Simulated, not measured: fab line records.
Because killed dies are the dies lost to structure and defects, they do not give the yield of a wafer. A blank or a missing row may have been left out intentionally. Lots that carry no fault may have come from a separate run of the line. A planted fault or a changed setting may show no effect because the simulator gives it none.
fab line records -- flow n5-finfet
record: lots: 13, wafers: 38, last-day: 17
route steps=1938 shown BEOL_M11@1581 PASSIVATION@1936
lots that met no fault: taken from a fault-free run of the same line
start-h: the number of hours between the record's first day and the start of the first shown wafer of the lot -- wait-h: time in hours since the lot's previous step -- " repeats the value in the row above -- L1.1+2: a row that stands for several wafers -- - either no value or no given start -- * or withheld: withheld -- < > ~ a bound
route shown NAME@n: names a module that has steps shown in the file, with the first one's number in the route -- usual: mean/standard deviation taken from wafers without a fault -- same: alike in all rows -- chamber/n: place in a boat -- sites: each site's reading -- _std_site: how widely they spread, as a standard deviation -- _edge_site: inner sites' mean taken away from outer sites' mean -- radius-mm: how far each site lies from the wafer's centre -- mask NAME#n: copy n -- behind: the most recent tool/chamber to have shaped the wafer -- hold: why the lot went on hold/how many hours it stayed there/how the hold came to an end -- device: the n, p or np transistor that did not switch -- end of line: the same wafers' tests at the end of the route -- a step without rows: its recipe alone -- killed: not the wafer's yield, but the dies lost to structure and defects at the first sort -- map: a wafer's dies, x killed, . not, _ none there
set.NAME: the setting the step ran with; set.NAME@STEP: the setting that earlier step ran with -- model.NAME: the simulator's own value behind a step, which no gauge read
steps of the route over a sample of lots; a table a step, a row a wafer
services: when a tool's chamber went out of use (start-h, in hours from the record's first day, below 0 if earlier), for how many hours, and the reason
== steps ==
step: N5_BEOL_M11_OCD_MEAS_38
usual: trench-depth-nm: 148.1/1.5
lot.wafer,tool,chamber,start-h,wait-h,trench-depth-nm
L912.4,ocd-01,-,228.47,-,147.7
L912.5,ocd-01,-,228.47,-,146.2
L912.6,ocd-01,-,228.47,-,146.0
L913.2,ocd-01,-,229.34,-,149.3
L913.3,ocd-01,-,229.34,-,148.3
L913.5,ocd-01,-,229.34,-,149.5
L914.2,ocd-01,-,230.66,-,147.3
L914.4,ocd-01,-,230.66,-,147.3
L914.5,ocd-01,-,230.66,-,147.6
L915.1,ocd-02,-,236.21,-,147.5
L915.2,ocd-02,-,236.21,-,143.9
L915.6,ocd-02,-,236.21,-,148.1
L916.1,ocd-01,-,248.19,-,148.5
L916.3,ocd-01,-,248.19,-,148.5
L916.6,ocd-01,-,248.19,-,148.3
L917.1,ocd-01,-,254.26,-,148.9
L917.2,ocd-01,-,254.26,-,146.3
L917.5,ocd-01,-,254.26,-,147.7
L921.3,ocd-02,-,269.91,-,148.9
L921.4,ocd-02,-,269.91,-,148.1
L921.5,ocd-02,-,269.91,-,147.9
L919.3,ocd-01,-,271.71,-,148.0
L919.5,ocd-01,-,271.71,-,148.7
L919.6,ocd-01,-,271.71,-,148.5
L923.3,ocd-02,-,291.73,-,146.4
L923.4,ocd-02,-,291.73,-,146.7
L923.5,ocd-02,-,291.73,-,147.3
L925.1,ocd-02,-,298.08,-,148.5
L925.2,ocd-02,-,298.08,-,149.3
L933.1,ocd-01,-,350.45,-,147.7
L933.4,ocd-01,-,350.45,-,147.5
L933.5,ocd-01,-,350.45,-,147.3
L934.1,ocd-01,-,350.73,-,150.6
L934.2,ocd-01,-,350.73,-,151.1
L934.5,ocd-01,-,350.73,-,150.5
L935.2,ocd-02,-,355.85,-,146.6
L935.3,ocd-02,-,355.85,-,149.1
L935.4,ocd-02,-,355.85,-,147.7
step: N5_BEOL_M11_SURFACE_TREAT_76
recipe: gas: Ar, time-s: *, ion-energy-ev: *, ion-current-ma-cm2: 0.5, pressure-mtorr: *, ar-flow-sccm: 30
usual: throttle-valve-pct: *
lot.wafer,tool,chamber,start-h,wait-h,throttle-valve-pct
L912.4,pvd-sputter-03,-,231.21,0.4,*
L912.5,pvd-sputter-03,-,231.21,0.4,*
L912.6,pvd-sputter-03,-,231.21,0.4,*
L913.2,pvd-sputter-03,-,231.25,0.3,*
L913.3,pvd-sputter-03,-,231.25,0.3,*
L913.5,pvd-sputter-03,-,231.25,0.3,*
L914.2,pvd-sputter-02,-,232.43,0.3,*
L914.4,pvd-sputter-02,-,232.43,0.3,*
L914.5,pvd-sputter-02,-,232.43,0.3,*
L915.1,pvd-sputter-03,-,239.79,0.2,*
L915.2,pvd-sputter-03,-,239.79,0.2,*
L915.6,pvd-sputter-03,-,239.79,0.2,*
L916.1,pvd-sputter-03,-,250.02,0.2,*
L916.3,pvd-sputter-03,-,250.02,0.2,*
L916.6,pvd-sputter-03,-,250.02,0.2,*
L917.1,pvd-sputter-01,-,255.59,0.3,*
L917.2,pvd-sputter-01,-,255.59,0.3,*
L917.5,pvd-sputter-01,-,255.59,0.3,*
L921.3,pvd-sputter-01,-,270.99,0.2,*
L921.4,pvd-sputter-01,-,270.99,0.2,*
L921.5,pvd-sputter-01,-,270.99,0.2,*
L919.3,pvd-sputter-01,-,273.09,0.4,*
L919.5,pvd-sputter-01,-,273.09,0.4,*
L919.6,pvd-sputter-01,-,273.09,0.4,*
L923.3,pvd-sputter-03,-,292.84,0.2,*
L923.4,pvd-sputter-03,-,292.84,0.2,*
L923.5,pvd-sputter-03,-,292.84,0.2,*
L925.1,pvd-sputter-02,-,299.07,0.2,*
L925.2,pvd-sputter-02,-,299.07,0.2,*
L933.1,pvd-sputter-02,-,351.92,0.6,*
L933.4,pvd-sputter-02,-,351.92,0.6,*
L933.5,pvd-sputter-02,-,351.92,0.6,*
L934.1,pvd-sputter-02,-,352.36,0.2,*
L934.2,pvd-sputter-02,-,352.36,0.2,*
L934.5,pvd-sputter-02,-,352.36,0.2,*
L935.2,pvd-sputter-01,-,358.68,0.2,*
L935.3,pvd-sputter-01,-,358.68,0.2,*
L935.4,pvd-sputter-01,-,358.68,0.2,*
step: N5_BEOL_M11_CVD_75
recipe: material: Co, target-thk-a: 20, temp-c: withheld, precursor: CCTBA/H2, pressure-torr: 30, time-s: 138.9
usual: run-length-s: 161.8/0.56
lot.wafer,tool,chamber,start-h,wait-h,run-length-s
L913.2,cvd-co-01,0,231.50,0.2,161.7
L913.3,cvd-co-01,2,231.50,0.2,162.4
L913.5,cvd-co-01,2,231.50,0.2,162.1
L912.4,cvd-co-02,1,231.55,0.3,161.0
L912.5,cvd-co-02,2,231.55,0.3,162.0
L912.6,cvd-co-02,0,231.55,0.3,161.6
L914.2,cvd-co-02,1,232.49,0.0,161.3
L914.4,cvd-co-02,0,232.49,0.0,161.1
L914.5,cvd-co-02,2,232.49,0.0,162.2
L915.1,cvd-co-02,2,239.87,0.1,162.7
L915.2,cvd-co-02,0,239.87,0.1,161.2
L915.6,cvd-co-02,0,239.87,0.1,161.1
L916.1,cvd-co-01,0,250.20,0.2,162.0
L916.3,cvd-co-01,2,250.20,0.2,162.4
L916.6,cvd-co-01,2,250.20,0.2,162.6
L917.1,cvd-co-02,0,255.65,0.0,161.1
L917.2,cvd-co-02,1,255.65,0.0,160.8
L917.5,cvd-co-02,0,255.65,0.0,161.6
L921.3,cvd-co-02,0,271.07,0.1,160.9
L921.4,cvd-co-02,1,271.07,0.1,160.9
L921.5,cvd-co-02,2,271.07,0.1,162.4
L919.3,cvd-co-01,2,273.78,0.7,162.1
L919.5,cvd-co-01,2,273.78,0.7,163.0
L919.6,cvd-co-01,1,273.78,0.7,162.2
L923.3,cvd-co-02,2,292.90,0.0,162.1
L923.4,cvd-co-02,0,292.90,0.0,292.5
L923.5,cvd-co-02,1,292.90,0.0,161.5
L925.1,cvd-co-02,2,299.13,0.0,162.1
L925.2,cvd-co-02,1,299.13,0.0,292.1
L933.1,cvd-co-02,2,352.09,0.2,162.1
L933.4,cvd-co-02,0,352.09,0.2,160.9
L933.5,cvd-co-02,2,352.09,0.2,162.0
L934.1,cvd-co-01,2,352.42,0.0,162.1
L934.2,cvd-co-01,0,352.42,0.0,161.8
L934.5,cvd-co-01,0,352.42,0.0,161.6
L935.2,cvd-co-01,0,358.85,0.2,161.9
L935.3,cvd-co-01,1,358.85,0.2,162.0
L935.4,cvd-co-01,1,358.85,0.2,162.2
step: N5_BEOL_M11_ANNEAL_51
recipe: temp-c: 225, time-s: 90, ambient: N2
usual: wafer_temp_C_max: 226.1/0.33
lot.wafer,tool,chamber,start-h,wait-h,wafer_temp_C_max
L913.2,rtp-anneal-02,0,231.91,0.1,226.3
L913.3,rtp-anneal-02,0,231.91,0.1,226.1
L913.5,rtp-anneal-02,0,231.91,0.1,226.6
L912.4,rtp-anneal-02,0,232.27,0.4,226.3
L912.5,rtp-anneal-02,0,232.27,0.4,226.5
L912.6,rtp-anneal-02,0,232.27,0.4,226.4
L914.2,rtp-anneal-01,0,233.20,0.1,225.6
L914.4,rtp-anneal-01,0,233.20,0.1,225.6
L914.5,rtp-anneal-01,0,233.20,0.1,225.6
L915.1,rtp-anneal-02,0,240.68,0.5,226.3
L915.2,rtp-anneal-02,0,240.68,0.5,226.5
L915.6,rtp-anneal-02,0,240.68,0.5,226.4
L916.1,rtp-anneal-02,0,251.74,1.3,226.4
L916.3,rtp-anneal-02,0,251.74,1.3,226.0
L916.6,rtp-anneal-02,0,251.74,1.3,226.2
L917.1,rtp-anneal-01,0,256.38,0.3,225.6
L917.2,rtp-anneal-01,0,256.38,0.3,225.7
L917.5,rtp-anneal-01,0,256.38,0.3,225.5
L921.3,rtp-anneal-02,0,271.55,0.1,225.9
L921.4,rtp-anneal-02,0,271.55,0.1,226.4
L921.5,rtp-anneal-02,0,271.55,0.1,225.9
L919.3,rtp-anneal-02,0,274.21,0.1,226.0
L919.5,rtp-anneal-02,0,274.21,0.1,226.2
L919.6,rtp-anneal-02,0,274.21,0.1,226.2
L923.3,rtp-anneal-01,0,294.03,0.8,225.9
L923.4,rtp-anneal-01,0,294.03,0.8,225.8
L923.5,rtp-anneal-01,0,294.03,0.8,225.7
L925.1,rtp-anneal-01,0,299.62,0.2,225.8
L925.2,rtp-anneal-01,0,299.62,0.2,226.1
L933.1,rtp-anneal-02,0,352.54,0.2,226.2
L933.4,rtp-anneal-02,0,352.54,0.2,226.1
L933.5,rtp-anneal-02,0,352.54,0.2,225.9
L934.1,rtp-anneal-01,0,353.03,0.3,226.2
L934.2,rtp-anneal-01,0,353.03,0.3,226.0
L934.5,rtp-anneal-01,0,353.03,0.3,225.8
L935.2,rtp-anneal-02,0,359.27,0.1,226.1
L935.3,rtp-anneal-02,0,359.27,0.1,226.5
L935.4,rtp-anneal-02,0,359.27,0.1,226.3
step: N5_PASSIVATION_PROBE_49
usual: defect-limited-yield: 91.3/1.3, killed_at_M0_to_M3: 35/13, killed_at_M4_up: 13/5.2, killed-at-contacts: 12/6.2, killed-at-front-end: 39/9.6, killed-at-other: 3.1/2.6, killed-dies: 102/16, killed-open: 68/13, killed-short: 33/6.9, sort_bin_5_function: 5.1/0.87, sort_bin_6_memory: 3.3/0.67, sort-n-pass: 1078/16, sort-yield-pct: 91.3/1.3
same: gross-dies: 1180, killed-at-back-side: 0, sort_bin_4_leakage[%]: 0, sort_bin_8_speed[%]: 0
lot.wafer,tool,chamber,start-h,wait-h,defect-limited-yield[%],killed_at_M0_to_M3,killed_at_M4_up,killed-at-contacts,killed-at-front-end,killed-at-other,killed-dies,killed-open,killed-short,sort_bin_5_function[%],sort_bin_6_memory[%],sort-n-pass,sort-yield-pct[%]
L921.3,prober-02,-,314.33,0.1,92.1,27,23,14,28,1,93,67,26,4.5,3.0,1087,92.1
L921.4,prober-02,-,314.38,0.2,92.2,27,10,14,41,0,92,58,27,4.2,3.1,1088,92.2
L921.5,prober-02,-,314.43,0.2,91.0,32,19,9,46,0,106,73,32,5.5,3.0,1074,91.0
L935.2,prober-02,-,399.55,0.1,88.6,17,27,19,70,1,134,94,39,7.4,3.6,1046,88.6
L935.3,prober-02,-,399.60,0.1,91.6,25,26,11,36,1,99,61,37,4.7,3.4,1081,91.6
L935.4,prober-02,-,399.65,0.2,89.5,25,17,15,67,0,124,81,39,5.5,4.4,1056,89.5
killed by level:class
L921.3 BEOL_M1:geometric-particle:open=11 BEOL_M4:geometric-particle:open=11 MOL_CONTACT_COAG:geometric-particle:open=9 MOL_CONTACT_COAG:geometric-particle:short=5 FIN_SAQP:geometric-particle:open=4 BEOL_M6:geometric-particle:open=4 GATE_CUT:geometric-particle:short=3 BEOL_M0_SAQP:geometric-particle:short=3
L921.4 MOL_CONTACT_COAG:geometric-particle:open=13 BEOL_M0_SAQP:geometric-particle:open=8 BEOL_M1:geometric-particle:open=7 STI_FIN_REVEAL:geometric-particle:open=6 BEOL_M0_SAQP:geometric-particle:short=6 GATE_CUT:geometric-particle:short=5 BEOL_M4:geometric-particle:open=5 FIN_SAQP:geometric-particle:short=4
L921.5 FIN_SAQP:geometric-particle:open=17 GATE_CUT:geometric-particle:short=10 BEOL_M4:geometric-particle:open=9 MOL_CONTACT_COAG:geometric-particle:open=7 BEOL_M2:geometric-particle:open=6 BEOL_M0_SAQP:geometric-particle:open=5 BEOL_M0_SAQP:geometric-particle:short=5 BEOL_M0:geometric-particle:open=5
L935.2 STI_FIN_REVEAL:geometric-particle:open=20 FIN_SAQP:geometric-particle:open=18 BEOL_M4:geometric-particle:open=18 MOL_CONTACT_COAG:geometric-particle:open=14 FIN_SAQP:geometric-particle:short=13 BEOL_M2:geometric-particle:open=6 MOL_CONTACT_COAG:geometric-particle:short=5 BEOL_M4:geometric-particle:short=5
L935.3 BEOL_M4:geometric-particle:open=15 MOL_CONTACT_COAG:geometric-particle:open=9 GATE_CUT:geometric-particle:short=8 BEOL_M2:geometric-particle:open=7 BEOL_M0_SAQP:geometric-particle:short=6 FIN_SAQP:geometric-particle:open=5 STI_FIN_REVEAL:geometric-particle:open=5 STARTING-WAFER:geometric-particle:short=5
L935.4 STI_FIN_REVEAL:geometric-particle:open=15 MOL_CONTACT_COAG:geometric-particle:open=14 GATE_CUT:geometric-particle:open=12 FIN_SAQP:geometric-particle:short=11 GATE_CUT:geometric-particle:short=8 FIN_SAQP:geometric-particle:open=7 BEOL_M2:geometric-particle:open=7 BEOL_M4:geometric-particle:open=6
== services ==
tool,chamber,start-h,hours,kind
cvd-co-02,-,241.53,13.1,repair
cvd-co-02,-,261.52,6.9,pm
cvd-co-02,-,272.38,3.9,repair
cvd-co-01,1,333.33,-,clean
cvd-co-01,1,333.33,22.0,scheduled-down
cvd-co-01,1,333.33,22.0,vent-cycle
== key ==
first-sign: step: N5_BEOL_M11_CVD_75, reading: run-length-s, direction: up, sigmas: 99+, usual: *, struck: *
effect none on later readings
met-at N5_BEOL_M11_CVD_75
struck-lots L923,L925
struck-wafers L923.4,L925.2
not-acting-at N5_BEOL_M11_OCD_MEAS_38,N5_BEOL_M11_SURFACE_TREAT_76,N5_BEOL_M11_ANNEAL_51
onset-between 271.07 292.90
fault: kind: process-parameter-drift, tool: cvd-co-02, chamber: -, onset-h: 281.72, steps: N5_BEOL_M11_CVD_75, channel: time-s, offset: *, shape: step, end-h: 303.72, scope: struck-wafers-only, acts-in: *, stated: *
